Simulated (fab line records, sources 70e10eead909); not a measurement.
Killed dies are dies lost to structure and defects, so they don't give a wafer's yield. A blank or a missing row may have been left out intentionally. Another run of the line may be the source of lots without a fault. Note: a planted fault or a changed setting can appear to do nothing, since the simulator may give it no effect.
fab line records	flow nand-harc
[record] lots = 24	wafers = 72	last-day = 33
route steps=1302 shown A_ONON_D2@565 A_CHANNEL_HOLE_D2@583 A_CHANNEL_FILL_D2@613
lots that met no fault: taken from a fault-free run of the same line
start-h: hours from the record's first day to the start of the lot's first wafer shown	wait-h: how many hours have passed since the lot's step before this one	" the same as in the row above	L1.1+2: one row covering several wafers at once	- no value present, or no start provided	* or withheld: withheld	< > ~ a bound
route shown NAME@n: a module of which the file shows steps, and the number in the route of the first	usual: mean/standard deviation taken from wafers without a fault	same: alike in all rows	chamber/n: place in a boat	sites: each site's reading	_std_site: standard deviation across them	_edge_site: outer sites' mean less inner sites'	radius-mm: for every site, how far away it sits from the centre of the wafer	mask NAME#n: copy n	behind: tool/chamber where the wafer was last shaped	hold: cause of the lot's hold/its duration in hours/its outcome	device: transistor that didn't switch, given as n, p or np	end of line: the route-end tests of the same wafers	for a step that has no rows: nothing shown but its recipe	killed: dies lost to structure and defects at the first sort, not the wafer's yield	map: per-die view of a wafer (x killed, . not killed, _ where there is no die)
set.NAME: the run value of the setting; set.NAME@STEP: its run value at that earlier step	model.NAME: the simulator's own value behind a step, which no gauge read
steps of the route over a sample of lots; a table a step, a row a wafer
services: a tool's chamber out of use, with start hour (start-h, from the record's first day; less than 0 if before it), hours out, and reason
[[steps]]
[step NHARC_A_ONON_D2_THK_MEAS_30]
[recipe] thk-meas-gauge = ellipsometry
[usual] thk-nm = 997/10
lot.wafer	tool	chamber	start-h	wait-h	thk-nm
L074.3	film-metro-01	-	283.69	-	981
L074.4	"	-	"	"	981
L074.6	"	-	"	"	982
L075.1	film-metro-02	-	292.53	-	1009
L075.2	"	-	"	"	1009
L075.4	"	-	"	"	1007
L076.2	film-metro-02	-	309.40	-	993
L076.4	"	-	"	"	993
L076.5	"	-	"	"	993
L077.1	film-metro-01	-	321.19	-	1000
L077.5	"	-	"	"	1000
L077.6	"	-	"	"	997
L078.1	film-metro-02	-	321.21	-	1000
L078.4	"	-	"	"	1000
L078.6	"	-	"	"	1000
L080.3	film-metro-02	-	338.12	-	1010
L080.5	"	-	"	"	1011
L080.6	"	-	"	"	1013
L079.2	film-metro-02	-	338.13	-	1002
L079.4	"	-	"	"	1001
L079.6	"	-	"	"	1002
L081.4	film-metro-02	-	359.23	-	1011
L081.5	"	-	"	"	1010
L081.6	"	-	"	"	1009
L082.2	film-metro-01	-	368.98	-	1006
L082.4	"	-	"	"	1006
L082.5	"	-	"	"	1008
L083.2	film-metro-02	-	368.99	-	1010
L083.4	"	-	"	"	1011
L083.6	"	-	"	"	1012
L084.1	film-metro-02	-	390.82	-	1004
L084.2	"	-	"	"	1004
L084.4	"	-	"	"	1004
L085.3	film-metro-01	-	390.83	-	992
L085.4	"	-	"	"	993
L085.6	"	-	"	"	995
L086.1	film-metro-02	-	405.66	-	997
L086.2	"	-	"	"	998
L086.6	"	-	"	"	996
L087.2	film-metro-02	-	413.76	-	969
L087.3	"	-	"	"	967
L087.6	"	-	"	"	968
L088.2	film-metro-01	-	434.59	-	1003
L088.4	"	-	"	"	1002
L088.5	"	-	"	"	1003
L089.3	film-metro-02	-	434.62	-	996
L089.4	"	-	"	"	998
L089.5	"	-	"	"	996
L090.1	film-metro-01	-	456.03	-	1008
L090.5	"	-	"	"	1010
L090.6	"	-	"	"	1007
L091.2	film-metro-02	-	456.38	-	1001
L091.4	"	-	"	"	1000
L091.6	"	-	"	"	1000
L093.1	film-metro-01	-	472.82	-	995
L093.2	"	-	"	"	994
L093.4	"	-	"	"	994
L092.2	film-metro-02	-	472.84	-	993
L092.3	"	-	"	"	995
L092.5	"	-	"	"	993
L094.2	film-metro-01	-	488.61	-	983
L094.5	"	-	"	"	984
L094.6	"	-	"	"	984
L095.3	film-metro-01	-	497.01	-	983
L095.5	"	-	"	"	985
L095.6	"	-	"	"	984
L096.4	film-metro-02	-	511.83	-	997
L096.5	"	-	"	"	996
L096.6	"	-	"	"	996
L097.3	film-metro-01	-	511.84	-	990
L097.5	"	-	"	"	992
L097.6	"	-	"	"	990
[step NHARC_A_CHANNEL_HOLE_D2_OVL_MEAS_11]
[usual] overlay-x-nm = -0.2/0.78	overlay-y-nm = 0.0/0.61
lot.wafer	tool	chamber	start-h	wait-h	overlay-x-nm	overlay-y-nm
L074.3	overlay-01	-	286.89	-	0.0	0.2
L074.4	"	-	"	"	0.2	-0.6
L074.6	"	-	"	"	0.0	-0.7
L075.1	overlay-02	-	295.87	-	0.5	0.9
L075.2	"	-	"	"	0.3	0.5
L075.4	"	-	"	"	0.4	0.5
L076.2	overlay-01	-	314.36	-	-0.2	-1.3
L076.4	"	-	"	"	-0.5	-0.6
L076.5	"	-	"	"	-0.6	-0.9
L077.1	overlay-02	-	324.51	-	0.4	0.1
L077.5	"	-	"	"	0.1	0.2
L077.6	"	-	"	"	1.2	0.2
L078.1	overlay-01	-	324.67	-	-0.7	0.4
L078.4	"	-	"	"	-0.4	-0.7
L078.6	"	-	"	"	-0.4	-0.3
L080.3	overlay-01	-	341.52	-	-0.6	-0.2
L080.5	"	-	"	"	-0.8	0.5
L080.6	"	-	"	"	-1.0	0.3
L079.2	overlay-02	-	341.67	-	0.7	-1.0
L079.4	"	-	"	"	0.6	-0.6
L079.6	"	-	"	"	0.3	-0.6
L081.4	overlay-01	-	362.56	-	-1.3	-0.2
L081.5	"	-	"	"	-0.6	0.4
L081.6	"	-	"	"	-0.7	0.1
L082.2	overlay-01	-	373.49	-	0.7	0.3
L082.4	"	-	"	"	1.2	-0.1
L082.5	"	-	"	"	0.8	-0.2
L083.2	overlay-01	-	373.82	-	0.2	-1.1
L083.4	"	-	"	"	0.1	-0.8
L083.6	"	-	"	"	-0.1	-0.9
L084.1	overlay-01	-	394.18	-	1.0	-0.7
L084.2	"	-	"	"	0.8	-0.4
L084.4	"	-	"	"	0.5	-0.5
L085.3	overlay-02	-	394.56	-	0.2	-0.5
L085.4	"	-	"	"	0.4	-0.2
L085.6	"	-	"	"	0.3	0.3
L086.1	overlay-01	-	410.58	-	-0.3	0.6
L086.2	"	-	"	"	-0.6	0.0
L086.6	"	-	"	"	-0.5	0.4
L087.2	overlay-01	-	418.84	-	-0.5	1.2
L087.3	"	-	"	"	-0.3	0.9
L087.6	"	-	"	"	-1.0	0.7
L088.2	overlay-02	-	437.82	-	-1.4	-0.5
L088.4	"	-	"	"	-2.0	-0.8
L088.5	"	-	"	"	-1.2	-0.6
L089.3	overlay-01	-	438.53	-	-1.3	0.3
L089.4	"	-	"	"	-0.9	0.7
L089.5	"	-	"	"	-1.2	0.1
L090.1	overlay-02	-	459.39	-	1.1	0.7
L090.5	"	-	"	"	1.4	0.1
L090.6	"	-	"	"	1.5	-0.4
L091.2	overlay-02	-	459.83	-	-1.2	1.3
L091.4	"	-	"	"	-1.3	0.6
L091.6	"	-	"	"	-1.4	0.9
L093.1	overlay-01	-	476.28	-	-0.7	1.0
L093.2	"	-	"	"	-0.5	1.4
L093.4	"	-	"	"	-0.3	1.1
L092.2	overlay-02	-	478.17	-	-0.9	0.3
L092.3	"	-	"	"	-1.2	1.1
L092.5	"	-	"	"	-1.5	0.5
L094.2	overlay-01	-	492.79	-	-0.3	0.2
L094.5	"	-	"	"	0.0	-0.1
L094.6	"	-	"	"	-0.4	0.3
L095.3	overlay-01	-	503.22	-	0.7	-0.2
L095.5	"	-	"	"	0.8	0.1
L095.6	"	-	"	"	1.0	-0.3
L096.4	overlay-02	-	515.33	-	-0.4	-1.1
L096.5	"	-	"	"	-0.6	-0.4
L096.6	"	-	"	"	-0.5	-0.2
L097.3	overlay-01	-	515.48	-	-0.1	0.6
L097.5	"	-	"	"	0.6	0.4
L097.6	"	-	"	"	-0.1	0.3
[step NHARC_A_CHANNEL_FILL_D2_ALD_03]
[recipe] target-thk-a = 60	pulse-time-s = 60	ald-cycles = 58	temp-c = 630	pressure-torr = 2	material = SiNx
[usual] chamber-pressure-Torr = 2.000/0.0049	precursor-pulse-height-rel = 0.999/0.021
lot.wafer	tool	chamber	start-h	wait-h	chamber-pressure-Torr	precursor-pulse-height-rel
L074.3	ald-sin-batch-03	0	-	-	1.991	1.027
L074.4	"	0	"	"	1.995	0.966
L074.6	"	0	"	"	1.997	0.987
L075.1	ald-sin-batch-02	0	-	-	2.007	0.990
L075.2	"	0	"	"	2.002	1.008
L075.4	"	0	"	"	2.008	0.996
L076.2	ald-sin-batch-02	0	-	-	2.003	0.968
L076.4	"	0	"	"	1.995	1.018
L076.5	"	0	"	"	2.000	1.009
L077.1	ald-sin-batch-03	0	-	-	1.997	0.996
L077.5	"	0	"	"	1.993	0.998
L077.6	"	0	"	"	2.000	1.013
L078.1	ald-sin-batch-02	0	-	-	1.997	0.990
L078.4	"	0	"	"	2.000	1.015
L078.6	"	0	"	"	1.997	0.976
L079.2	ald-sin-batch-03	0	-	-	1.998	0.992
L079.4	"	0	"	"	1.997	1.018
L079.6	"	0	"	"	2.002	0.981
L080.3	ald-sin-batch-03	0	-	-	2.000	0.956
L080.5	"	0	"	"	2.002	1.027
L080.6	"	0	"	"	2.006	0.990
L081.4	ald-sin-batch-03	0	-	-	1.999	1.039
L081.5	"	0	"	"	2.004	1.013
L081.6	"	0	"	"	1.999	1.013
L082.2	ald-sin-batch-02	0	-	-	1.999	0.971
L082.4	"	0	"	"	2.004	1.022
L082.5	"	0	"	"	2.002	0.982
L083.2	ald-sin-batch-02	0	-	-	2.003	1.007
L083.4	"	0	"	"	2.001	0.998
L083.6	"	0	"	"	2.005	1.050
L084.1	ald-sin-batch-02	0	-	-	2.000	0.991
L084.2	"	0	"	"	2.000	1.006
L084.4	"	0	"	"	1.997	1.008
L085.3	ald-sin-batch-03	0	-	-	2.009	1.017
L085.4	"	0	"	"	1.996	0.966
L085.6	"	0	"	"	2.002	1.009
L086.1	ald-sin-batch-03	0	-	-	2.004	0.992
L086.2	"	0	"	"	2.003	1.001
L086.6	"	0	"	"	2.002	0.980
L087.2	ald-sin-batch-03	0	-	-	1.996	1.014
L087.3	"	0	"	"	1.998	0.968
L087.6	"	0	"	"	1.998	0.990
L088.2	ald-sin-batch-03	0	-	-	1.997	0.987
L088.4	"	0	"	"	1.999	0.984
L088.5	"	0	"	"	1.997	0.955
L089.3	ald-sin-batch-03	0	-	-	1.997	0.999
L089.4	"	0	"	"	1.997	1.007
L089.5	"	0	"	"	2.001	0.996
L090.1	ald-sin-batch-02	0	-	-	1.998	0.965
L090.5	"	0	"	"	2.008	0.982
L090.6	"	0	"	"	1.999	0.990
L091.2	ald-sin-batch-02	0	-	-	2.010	1.000
L091.4	"	0	"	"	2.004	1.011
L091.6	"	0	"	"	2.011	0.953
L092.2	ald-sin-batch-02	0	-	-	1.996	0.989
L092.3	"	0	"	"	1.990	1.012
L092.5	"	0	"	"	1.995	0.996
L093.1	ald-sin-batch-02	0	-	-	2.003	1.030
L093.2	"	0	"	"	1.995	0.984
L093.4	"	0	"	"	1.997	0.997
L094.2	ald-sin-batch-03	0	-	-	2.007	1.004
L094.5	"	0	"	"	2.003	1.003
L094.6	"	0	"	"	2.011	1.013
L095.3	ald-sin-batch-02	0	-	-	1.997	0.969
L095.5	"	0	"	"	1.995	1.012
L095.6	"	0	"	"	1.993	0.977
L096.4	ald-sin-batch-02	0	-	-	2.005	1.011
L096.5	"	0	"	"	2.007	0.963
L096.6	"	0	"	"	2.010	1.021
L097.3	ald-sin-batch-02	0	-	-	2.003	1.003
L097.5	"	0	"	"	1.993	1.004
L097.6	"	0	"	"	2.000	0.971
[step NHARC_A_CHANNEL_FILL_D2_ETCHBACK_08]
[recipe] target-depth-a = 2200	time-s = 110	c4f8-flow-sccm = 20	ar-flow-sccm = withheld	rf-w = 600	bias-w = 300	chemistry = C4F8
[usual] oes-product-au = 0.97/0.037	rf-vpp-V = 441.5/2.4
lot.wafer	tool	chamber	start-h	wait-h	oes-product-au	rf-hours-counter-h	rf-vpp-V
L074.4	rie-diel-05	1	-	-	0.92	3	438.9
L074.3	"	2	"	"	0.92	3	442.6
L074.6	"	0	"	"	0.93	-	443.2
L075.1	rie-diel-12	1	-	-	1.01	12	440.7
L075.2	"	2	"	"	1.01	11	444.4
L075.4	"	0	"	"	1.01	12	436.5
L076.2	rie-diel-02	1	-	-	0.94	3	444.9
L076.4	"	2	"	"	0.93	3	440.8
L076.5	"	1	"	"	0.94	-	446.5
L077.1	rie-diel-12	1	-	-	1.00	19	442.1
L077.6	"	1	"	"	1.01	-	442.0
L077.5	"	2	"	"	1.01	-	443.3
L078.4	rie-diel-05	1	-	-	0.92	4	438.8
L078.1	"	2	"	"	0.92	4	440.7
L078.6	"	1	"	"	0.92	-	437.6
L079.2	rie-diel-02	0	-	-	1.01	4	438.2
L079.4	"	2	"	"	1.01	4	440.2
L079.6	"	0	"	"	1.01	-	437.8
L080.3	rie-diel-05	0	-	-	0.94	4	443.0
L080.5	"	1	"	"	0.93	-	438.0
L080.6	"	2	"	"	0.92	-	442.8
L081.4	rie-diel-12	0	-	-	1.02	30	435.6
L081.5	"	0	"	"	1.01	-	436.7
L081.6	"	1	"	"	1.01	-	440.9
L083.4	rie-diel-05	3	-	-	1.00	0	441.5
L083.2	"	0	"	"	0.99	0	442.6
L083.6	"	3	"	"	1.02	-	441.0
L082.4	rie-diel-02	0	-	-	1.00	1	436.8
L082.2	"	2	"	"	0.92	1	439.5
L082.5	"	0	"	"	1.01	-	438.7
L084.2	rie-diel-05	2	-	-	1.00	1	443.9
L084.4	"	3	"	"	1.01	1	441.2
L084.1	"	0	"	"	0.99	1	441.2
L085.3	rie-diel-02	2	-	-	1.00	1	439.9
L085.4	"	0	"	"	0.99	1	439.2
L085.6	"	2	"	"	1.01	-	440.6
L086.2	rie-diel-02	2	-	-	0.93	2	440.6
L086.1	"	0	"	"	0.92	2	438.0
L086.6	"	1	"	"	0.93	-	444.9
L087.3	rie-diel-02	0	-	-	0.98	2	438.7
L087.2	"	1	"	"	1.01	2	444.0
L087.6	"	3	"	"	1.01	-	444.2
L088.2	rie-diel-05	3	-	-	0.93	3	440.7
L088.4	"	1	"	"	0.93	1	439.0
L088.5	"	0	"	"	0.92	-	442.1
L089.3	rie-diel-05	3	-	-	0.99	3	439.5
L089.4	"	0	"	"	1.00	2	443.3
L089.5	"	0	"	"	0.99	-	444.0
L090.1	rie-diel-02	0	-	-	0.94	3	437.2
L090.5	"	0	"	"	0.92	-	438.3
L090.6	"	1	"	"	0.93	-	445.1
L091.4	rie-diel-05	1	-	-	0.93	2	437.5
L091.2	"	3	"	"	0.92	3	440.8
L091.6	"	1	"	"	0.93	-	440.4
L092.2	rie-diel-05	1	-	-	1.00	3	438.5
L092.3	"	3	"	"	0.99	4	439.8
L092.5	"	0	"	"	0.98	-	442.2
L093.1	rie-diel-02	0	-	-	0.96	4	438.4
L093.4	"	1	"	"	0.97	4	443.3
L093.2	"	3	"	"	0.96	4	444.0
L094.2	rie-diel-05	3	-	-	0.92	4	440.7
L094.5	"	3	"	"	0.93	-	440.1
L094.6	"	0	"	"	0.90	-	442.6
L095.3	rie-diel-05	0	-	-	0.98	4	445.3
L095.5	"	3	"	"	1.00	-	440.6
L095.6	"	0	"	"	0.98	-	441.6
L096.4	rie-diel-02	2	-	-	1.00	4	441.3
L096.6	"	3	"	"	0.98	-	442.4
L096.5	"	0	"	"	0.98	-	440.6
L097.3	rie-diel-12	2	-	-	1.00	18	442.0
L097.5	"	3	"	"	1.00	-	443.3
L097.6	"	0	"	"	0.99	-	446.3
[step NHARC_A_CHANNEL_FILL_D2_CMP_10]
[recipe] target-thk-nm = 150
[usual] motor-current-A = 11.6/0.89	retaining-ring-pressure-frac = 1.000/0.0051	slurry-flow-ml-min = 150.1/0.46	time-to-endpoint-s = 14.0/2.3
lot.wafer	tool	chamber	start-h	wait-h	motor-current-A	retaining-ring-pressure-frac	slurry-flow-ml-min	time-to-endpoint-s
L074.4	cmp-04	3	346.80	0.4	10.3	0.994	150.1	13.5
L074.3	"	0	"	"	12.2	0.997	150.5	13.6
L074.6	"	0	"	"	12.1	0.997	149.9	10.4
L075.1	cmp-03	1	350.53	0.4	10.6	0.997	150.1	14.8
L075.4	"	3	"	"	11.6	1.002	149.1	16.3
L075.2	"	0	"	"	12.2	1.004	150.0	16.4
L076.2	cmp-04	0	370.00	0.4	12.0	1.001	150.2	12.6
L076.4	"	1	"	"	10.3	0.991	149.6	16.6
L076.5	"	0	"	"	12.0	1.010	150.1	14.0
L077.1	cmp-04	3	379.91	0.4	10.1	1.004	149.5	13.8
L077.5	"	3	"	"	10.2	1.001	149.4	12.5
L077.6	"	0	"	"	11.6	0.996	150.5	10.7
L078.1	cmp-04	2	382.48	0.4	12.8	1.001	150.4	16.0
L078.4	"	3	"	"	9.8	0.999	150.0	12.0
L078.6	"	2	"	"	12.6	0.996	150.0	13.9
L079.2	cmp-04	0	397.87	0.4	11.4	0.997	150.7	14.1
L079.4	"	1	"	"	10.3	1.001	150.7	15.4
L079.6	"	1	"	"	10.4	1.002	149.9	16.2
L080.3	cmp-01	1	397.94	0.4	11.7	0.993	150.4	17.1
L080.6	"	2	"	"	11.3	0.993	151.0	17.2
L080.5	"	3	"	"	11.3	0.996	149.9	12.5
L081.4	cmp-03	1	419.55	0.4	11.0	0.994	149.4	14.5
L081.6	"	2	"	"	13.0	0.995	150.4	15.3
L081.5	"	3	"	"	11.6	0.997	149.7	16.4
L082.4	cmp-01	1	431.47	0.4	11.8	0.994	149.5	14.9
L082.2	"	2	"	"	11.3	1.002	149.6	17.5
L082.5	"	1	"	"	11.9	1.002	149.2	15.0
L083.4	cmp-04	1	431.47	0.4	10.5	0.996	149.4	12.9
L083.2	"	2	"	"	12.3	0.994	150.9	16.0
L083.6	"	0	"	"	12.0	1.002	150.3	10.5
L085.3	cmp-01	0	452.46	0.4	12.3	1.004	149.3	14.5
L085.4	"	1	"	"	11.3	1.001	150.8	20.0
L085.6	"	0	"	"	12.3	1.007	150.0	13.4
L084.4	cmp-03	3	452.48	0.4	11.8	0.997	149.7	18.1
L084.1	"	0	"	"	12.4	1.004	150.4	16.5
L084.2	"	1	"	"	10.9	1.000	150.6	17.8
L086.1	cmp-03	3	469.41	0.4	11.2	1.004	150.2	16.8
L086.2	"	0	"	"	11.2	0.996	150.3	15.0
L086.6	"	2	"	"	12.8	0.999	150.0	14.1
L087.2	cmp-03	0	474.13	0.4	12.5	0.993	150.1	15.9
L087.3	"	1	"	"	10.7	0.999	149.9	11.9
L087.6	"	2	"	"	13.2	1.006	149.2	13.4
L089.4	cmp-03	2	492.97	0.4	12.9	1.002	150.3	15.4
L089.3	"	0	"	"	12.5	1.007	149.9	18.0
L089.5	"	1	"	"	10.9	1.007	150.6	15.1
L088.4	cmp-04	1	493.00	0.4	10.4	1.007	150.2	11.0
L088.2	"	2	"	"	12.2	0.996	149.7	14.3
L088.5	"	3	"	"	10.6	0.992	149.9	11.4
L091.2	cmp-04	0	514.14	0.4	11.6	1.008	149.6	12.3
L091.4	"	2	"	"	12.4	0.998	149.6	16.7
L091.6	"	1	"	"	10.8	1.005	150.0	11.4
L090.1	cmp-03	1	514.14	0.4	10.3	1.000	148.9	10.3
L090.5	"	1	"	"	11.3	0.999	149.2	11.5
L090.6	"	2	"	"	12.9	1.012	150.0	9.3
L092.2	cmp-01	1	535.73	0.4	12.4	0.989	149.4	13.0
L092.3	"	2	"	"	12.0	1.001	150.0	11.7
L092.5	"	1	"	"	11.1	0.989	150.0	14.2
L093.4	cmp-03	1	535.73	0.4	10.4	0.998	151.0	15.9
L093.2	"	3	"	"	11.9	0.997	150.2	16.6
L093.1	"	0	"	"	12.2	1.004	149.9	14.0
L094.2	cmp-04	0	547.50	0.4	12.0	0.998	150.1	10.2
L094.6	"	3	"	"	10.2	1.010	149.8	13.3
L094.5	"	0	"	"	12.3	0.999	150.3	11.0
L095.3	cmp-04	3	560.82	0.4	10.2	0.993	150.4	10.9
L095.6	"	1	"	"	11.0	1.002	149.7	14.5
L095.5	"	2	"	"	12.7	0.998	150.0	12.9
L096.4	cmp-03	2	569.21	0.4	13.5	0.995	149.9	14.6
L096.5	"	0	"	"	11.7	0.994	149.7	15.4
L096.6	"	1	"	"	11.1	1.003	150.0	13.0
L097.3	cmp-01	3	575.11	0.4	11.6	1.002	150.2	10.4
L097.5	"	2	"	"	11.3	0.990	150.2	17.5
L097.6	"	3	"	"	11.4	1.003	150.3	10.7
[step NHARC_A_CHANNEL_FILL_D2_RTA_24]
[recipe] temp-c = 1000	time-s = 5
[usual] lamp-power-pct = 31.7/0.58	lamp_zone_7_pct = 32.2/0.59	wafer_temp_C_max = 1003.7/0.7
lot.wafer	tool	chamber	start-h	wait-h	lamp-power-pct	lamp_zone_7_pct	wafer_temp_C_max
L074.3	rtp-anneal-01	0	347.48	0.3	32.2	32.7	1003.8
L074.4	"	0	"	"	32.2	32.7	1004.2
L074.6	"	0	"	"	32.2	32.8	1004.0
L075.1	rtp-anneal-02	0	350.94	0.0	31.0	31.5	1004.5
L075.2	"	0	"	"	31.0	31.5	1004.0
L075.4	"	0	"	"	31.0	31.5	1003.2
L076.2	rtp-anneal-01	0	370.44	0.1	32.2	32.7	1003.1
L076.4	"	0	"	"	32.2	32.7	1005.3
L076.5	"	0	"	"	32.1	32.7	1004.0
L077.1	rtp-anneal-02	0	380.33	0.0	31.0	31.5	1003.2
L077.5	"	0	"	"	31.0	31.5	1004.0
L077.6	"	0	"	"	31.0	31.5	1003.4
L078.1	rtp-anneal-02	0	382.87	0.0	31.0	31.5	1005.4
L078.4	"	0	"	"	31.1	31.5	1004.2
L078.6	"	0	"	"	31.0	31.6	1003.6
L079.2	rtp-anneal-01	0	398.31	0.1	32.1	32.7	1004.3
L079.4	"	0	"	"	32.2	32.7	1004.1
L079.6	"	0	"	"	32.2	32.7	1003.8
L080.3	rtp-anneal-02	0	398.34	0.1	31.0	31.5	1004.4
L080.5	"	0	"	"	31.0	31.5	1004.3
L080.6	"	0	"	"	31.1	31.5	1003.7
L081.4	rtp-anneal-01	0	420.00	0.1	32.1	32.6	1003.1
L081.5	"	0	"	"	32.2	32.7	1004.8
L081.6	"	0	"	"	32.1	32.7	1003.0
L082.2	rtp-anneal-02	0	431.89	0.1	31.0	31.6	1003.1
L082.4	"	0	"	"	31.0	31.6	1002.4
L082.5	"	0	"	"	31.0	31.5	1002.5
L083.2	rtp-anneal-01	0	432.01	0.2	32.2	32.7	1003.7
L083.4	"	0	"	"	32.2	32.7	1003.8
L083.6	"	0	"	"	32.2	32.7	1003.6
L084.1	rtp-anneal-02	0	452.87	0.0	31.0	31.6	1002.9
L084.2	"	0	"	"	31.0	31.6	1004.9
L084.4	"	0	"	"	31.0	31.5	1004.1
L085.3	rtp-anneal-01	0	452.95	0.1	32.2	32.6	1004.0
L085.4	"	0	"	"	32.2	32.7	1003.3
L085.6	"	0	"	"	32.2	32.7	1003.4
L086.1	rtp-anneal-01	0	469.80	0.0	32.3	32.7	1002.6
L086.2	"	0	"	"	32.2	32.7	1003.5
L086.6	"	0	"	"	32.2	32.7	1003.0
L087.2	rtp-anneal-02	0	474.55	0.1	31.0	31.6	1002.5
L087.3	"	0	"	"	31.0	31.5	1003.0
L087.6	"	0	"	"	31.1	31.5	1002.6
L088.2	rtp-anneal-02	0	493.40	0.1	31.0	31.5	1004.4
L088.4	"	0	"	"	31.1	31.5	1004.2
L088.5	"	0	"	"	31.0	31.5	1002.9
L089.3	rtp-anneal-01	0	493.42	0.1	32.1	32.6	1002.9
L089.4	"	0	"	"	32.2	32.6	1003.0
L089.5	"	0	"	"	32.1	32.7	1006.1
L090.1	rtp-anneal-02	0	514.56	0.0	31.1	31.5	1003.1
L090.5	"	0	"	"	31.0	31.5	1003.9
L090.6	"	0	"	"	31.0	31.6	1003.9
L091.2	rtp-anneal-01	0	514.60	0.1	32.1	32.7	1004.6
L091.4	"	0	"	"	32.3	32.7	1003.7
L091.6	"	0	"	"	32.2	32.7	1002.5
L093.1	rtp-anneal-01	0	536.15	0.0	32.2	32.7	1002.9
L093.2	"	0	"	"	32.3	32.7	1003.2
L093.4	"	0	"	"	32.2	32.7	1004.9
L092.2	rtp-anneal-02	0	536.18	0.1	31.0	31.6	1004.6
L092.3	"	0	"	"	31.0	31.5	1003.9
L092.5	"	0	"	"	31.0	31.6	1005.0
L094.2	rtp-anneal-01	0	547.92	0.1	32.2	32.8	1002.8
L094.5	"	0	"	"	32.3	32.7	1003.7
L094.6	"	0	"	"	32.2	32.7	1003.2
L095.3	rtp-anneal-01	0	561.24	0.1	32.2	32.7	1003.2
L095.5	"	0	"	"	32.2	32.7	1003.6
L095.6	"	0	"	"	32.2	32.7	1002.5
L096.4	rtp-anneal-01	0	569.66	0.1	32.2	32.7	1002.5
L096.5	"	0	"	"	32.2	32.7	1002.8
L096.6	"	0	"	"	32.2	32.7	1003.2
L097.3	rtp-anneal-02	0	575.56	0.1	31.0	31.5	1003.7
L097.5	"	0	"	"	31.0	31.5	1004.9
L097.6	"	0	"	"	31.0	31.5	1003.6
[[services]]
tool	chamber	start-h	hours	kind
rie-diel-02	1	285.05	5.2	repair
rie-diel-05	0	295.10	22.1	repair
cmp-04	-	296.12	1.5	repair
cmp-04	-	307.00	4.0	pm
cmp-04	-	337.87	3.2	repair
cmp-03	-	358.00	4.0	pm
rtp-anneal-01	-	372.19	12.0	pm
rie-diel-02	-	393.70	9.0	pm
rie-diel-02	0	403.43	6.3	repair
cmp-04	-	405.00	4.0	pm
rie-diel-05	-	406.60	9.0	pm
cmp-03	-	415.02	0.7	repair
rie-diel-05	1	441.24	4.0	repair
rie-diel-05	0	444.62	1.9	repair
cmp-03	-	456.00	4.0	pm
cmp-03	-	486.82	1.8	repair
rie-diel-05	-	494.02	0.2	repair
cmp-04	-	503.00	4.0	pm
cmp-04	-	522.24	0.9	repair
cmp-04	-	535.98	1.9	repair
rie-diel-02	0	542.29	1.4	repair
rie-diel-05	2	548.54	9.1	repair
cmp-03	-	554.00	4.0	pm
rie-diel-02	-	570.75	9.0	pm
[[key]]
fault none
